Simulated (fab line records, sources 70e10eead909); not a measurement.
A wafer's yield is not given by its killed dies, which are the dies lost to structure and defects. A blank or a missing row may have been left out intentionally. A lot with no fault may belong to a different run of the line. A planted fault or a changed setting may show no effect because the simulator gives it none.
Which tool was responsible? | flow nand_harc | 13 lots with 39 wafers sampled at 5 steps, on a route of 1159 steps

== WHAT EACH GAUGE READ, for each wafer ==
NHARC_END_SORT_01.
lot  | measured     | on        | killed_at_array | killed_at_other | killed_at_periphery | killed_dies | killed_open | killed_short
L931 | day 20 03:07 | prober-01 | 675 673 673     | 0 1 1           | 2 3 3               | 677 677 677 | 1 0 4       | 4 4 2
L936 | day 21 17:37 | prober-02 | 673 676 673     | 1 0 0           | 3 1 4               | 677 677 677 | 5 2 1       | 2 1 1

== WHICH TOOL RAN EACH LOT (tool, then ch and the chambers of the sampled wafers, then the start) ==
lot  | NHARC_A_STAIRCASE_ETCH_203                    | NHARC_A_STAIRCASE_ETCH_225         | NHARC_A_STAIRCASE_TRIM_229         | NHARC_A_STAIRCASE_ETCH_234
L929 | rie_diel-02 ch 0,1,2, day 11 22:17 or earlier | rie_diel-01 ch 0,1, day 11 22:17   | rie_diel-01 ch 0,1,3, day 11 22:49 | rie_diel-01 ch 0,1, no start
L928 | rie_diel-13 ch 0,1, day 11 22:35 or earlier   | rie_diel-13 ch 1,2, day 11 22:35   | rie_diel-02 ch 0,3, day 11 23:07   | rie_diel-02 ch 1,2,3, no start
L930 | rie_diel-02 ch 0,1,2, day 12 07:53 or earlier | rie_diel-01 ch 0,1,3, day 12 07:53 | rie_diel-01 ch 0,1,2, day 12 08:17 | rie_diel-01 ch 1,2, no start
L932 | rie_diel-13 ch 0,1,3, day 12 08:11 or earlier | rie_diel-02 ch 1,2, day 12 08:11   | rie_diel-02 ch 0,2,3, day 12 08:37 | rie_diel-02 ch 0,2,3, no start
L931 | rie_diel-01 ch 1,2, day 12 09:44 or earlier   | rie_diel-01 ch 2,3, day 12 09:44   | rie_diel-01 ch 0,1, day 12 10:10   | rie_diel-01 ch 1,2, day 20 03:07 or earlier
L934 | rie_diel-01 ch 2,3, day 13 03:15 or earlier   | rie_diel-13 ch 0,1,2, day 13 03:15 | rie_diel-13 ch 1,2,3, day 13 03:43 | rie_diel-13 ch 0,1, no start
L936 | rie_diel-01 ch 0,1,2, day 13 13:30 or earlier | rie_diel-01 ch 0,1,2, day 13 13:30 | rie_diel-01 ch 0,1,3, day 13 13:55 | rie_diel-01 ch 0,2,3, day 21 17:37 or earlier
L943 | rie_diel-13 ch 1,2,3, day 15 04:32 or earlier | rie_diel-02 ch 0,1,2, day 15 04:32 | rie_diel-13 ch 0,1,3, day 15 04:59 | rie_diel-13 ch 1,2, no start
L942 | rie_diel-01 ch 0,3, day 15 07:49 or earlier   | rie_diel-13 ch 0,1, day 15 07:49   | rie_diel-13 ch 0,3, day 15 08:16   | rie_diel-13 ch 2,3, no start
L944 | rie_diel-13 ch 0,2,3, day 16 03:20 or earlier | rie_diel-01 ch 1,2, day 16 03:20   | rie_diel-02 ch 1,2, day 16 03:44   | rie_diel-02 ch 0,1,2, no start
L947 | rie_diel-02 ch 0,2,3, day 16 19:34 or earlier | rie_diel-13 ch 0,1,3, day 16 19:34 | rie_diel-02 ch 1,2,3, day 16 19:59 | rie_diel-02 ch 0,2,3, no start
L948 | rie_diel-01 ch 0,1,3, day 16 20:18 or earlier | rie_diel-01 ch 1,2,3, day 16 20:18 | rie_diel-01 ch 0,1,2, day 16 20:45 | rie_diel-01 ch 0,1,3, no start
L949 | rie_diel-01 ch 0,2, day 17 06:38 or earlier   | rie_diel-02 ch 0,1,2, day 17 06:38 | rie_diel-02 ch 0,3, day 17 07:04   | rie_diel-02 ch 0,1,3, no start
- NHARC_A_STAIRCASE_ETCH_203: etches the open film in C4F8/O2, target depth 100 nm, time 40.5 s.
- NHARC_A_STAIRCASE_ETCH_225: etches the open film in C4F8/O2, target depth 100 nm, time 40.5 s.
- NHARC_A_STAIRCASE_TRIM_229: chemistry O2, time 211.2 s.
- NHARC_A_STAIRCASE_ETCH_234: etches the open film in C4F8/O2, target depth 100 nm, time 40.5 s.

== AS READ BY THE TOOLS THEMSELVES (means over the sampled wafers that have a number; for cases with no such wafer, the mark the record gives instead) ==
NHARC_A_STAIRCASE_ETCH_203.
lot  | tool        | oes_product_au (a.u.) | rf_vpp_V (V)
L929 | rie_diel-02 | 0.936                 | 892
L928 | rie_diel-13 | 0.947                 | 892
L930 | rie_diel-02 | 0.943                 | 891
L932 | rie_diel-13 | 0.941                 | 894
L931 | rie_diel-01 | 0.947                 | 894
L934 | rie_diel-01 | 0.942                 | 899
L936 | rie_diel-01 | 0.957                 | 893
L943 | rie_diel-13 | 0.955                 | 895
L942 | rie_diel-01 | 0.949                 | 894
L944 | rie_diel-13 | 0.952                 | 898
L947 | rie_diel-02 | 0.939                 | 897
L948 | rie_diel-01 | 0.952                 | 892
L949 | rie_diel-01 | 0.936                 | 896

NHARC_A_STAIRCASE_ETCH_225.
lot  | tool        | oes_product_au (a.u.) | rf_vpp_V (V)
L929 | rie_diel-01 | 0.941                 | 890
L928 | rie_diel-13 | 0.950                 | 888
L930 | rie_diel-01 | 0.951                 | 893
L932 | rie_diel-02 | 0.941                 | 889
L931 | rie_diel-01 | 0.767                 | 899
L934 | rie_diel-13 | 0.962                 | 898
L936 | rie_diel-01 | 0.774                 | 894
L943 | rie_diel-02 | 0.945                 | 891
L942 | rie_diel-13 | 0.955                 | 893
L944 | rie_diel-01 | 0.945                 | 897
L947 | rie_diel-13 | 0.951                 | 893
L948 | rie_diel-01 | 0.943                 | 895
L949 | rie_diel-02 | 0.942                 | 892

NHARC_A_STAIRCASE_TRIM_229.
lot  | tool        | drypump_motor_current_A (A) | oes_product_au (a.u.) | rf_vpp_V (V) | showerhead_plenum_p_Torr (Torr) | throttle_valve_pct (%)
L929 | rie_diel-01 | 5.6                         | 1.000                 | 56.3         | 3.44                            | 17.035
L928 | rie_diel-02 | 5.6                         | 0.998                 | 58.1         | 3.63                            | 17.038
L930 | rie_diel-01 | 5.8                         | 1.006                 | 57.7         | 3.46                            | 17.031
L932 | rie_diel-02 | 5.7                         | 1.004                 | 58.4         | 3.56                            | 17.030
L931 | rie_diel-01 | 5.7                         | 1.011                 | 56.7         | 3.37                            | 17.045
L934 | rie_diel-13 | 5.8                         | 1.013                 | 57.6         | 3.54                            | 17.030
L936 | rie_diel-01 | 5.6                         | 0.995                 | 56.8         | 3.43                            | 17.044
L943 | rie_diel-13 | 5.8                         | 1.007                 | 57.3         | 3.43                            | 17.039
L942 | rie_diel-13 | 5.4                         | 1.003                 | 57.6         | 3.47                            | 17.034
L944 | rie_diel-02 | 5.5                         | 1.002                 | 57.2         | 3.32                            | 17.037
L947 | rie_diel-02 | 5.8                         | 0.994                 | 57.5         | 3.45                            | 17.037
L948 | rie_diel-01 | 5.8                         | 1.012                 | 57.7         | 3.44                            | 17.031
L949 | rie_diel-02 | 5.6                         | 1.000                 | 57.5         | 3.61                            | 17.039

NHARC_A_STAIRCASE_ETCH_234.
lot  | tool        | oes_product_au (a.u.) | rf_vpp_V (V)
L929 | rie_diel-01 | 0.946                 | 891
L928 | rie_diel-02 | 0.942                 | 893
L930 | rie_diel-01 | 0.949                 | 893
L932 | rie_diel-02 | 0.950                 | 897
L931 | rie_diel-01 | 0.955                 | 894
L934 | rie_diel-13 | 0.964                 | 894
L936 | rie_diel-01 | 0.947                 | 895
L943 | rie_diel-13 | 0.957                 | 894
L942 | rie_diel-13 | 0.953                 | 898
L944 | rie_diel-02 | 0.941                 | 892
L947 | rie_diel-02 | 0.948                 | 896
L948 | rie_diel-01 | 0.940                 | 890
L949 | rie_diel-02 | 0.945                 | 895

== THE ANSWER, worked out from the rows above alone ==
Rule: the lots themselves supply what counts as usual. Put in order of their means at a reading, lots are off if they are a third of the lots or fewer, leave a main group of 4 or more, and stand apart from it by a gap of 3 or more times the standard deviation of the main group's means; of several such gaps the widest counts. Not used: any main group whose means are identical at the precision the tables above print for the reading. Also off: a lot with no number at a reading for which 4 or more lots have one. All remaining lots with rows at the step are treated as sound. Order of review: gauges by route order, followed by the tools' own readings, for which a lot's mean as printed above is used. The first step at which some lot is off is used, and at that step the reading that is off furthest; a lot without a number counts as furthest.
Off, at NHARC_A_STAIRCASE_ETCH_225 on oes_product_au: L931, L936. Main group: mean 0.948 a.u., sd 0.0064.
If a tool, at that step or one of the process steps before it, ran each lot that is off and ran no sound lot following the first of them, it fits. NHARC_A_STAIRCASE_ETCH_203 gives no start for some lots, so the hours and the order of its lots are those of NHARC_A_STAIRCASE_ETCH_225. Of those tried, none fits.

== WHAT THE SIMULATOR HAD INSERTED ==
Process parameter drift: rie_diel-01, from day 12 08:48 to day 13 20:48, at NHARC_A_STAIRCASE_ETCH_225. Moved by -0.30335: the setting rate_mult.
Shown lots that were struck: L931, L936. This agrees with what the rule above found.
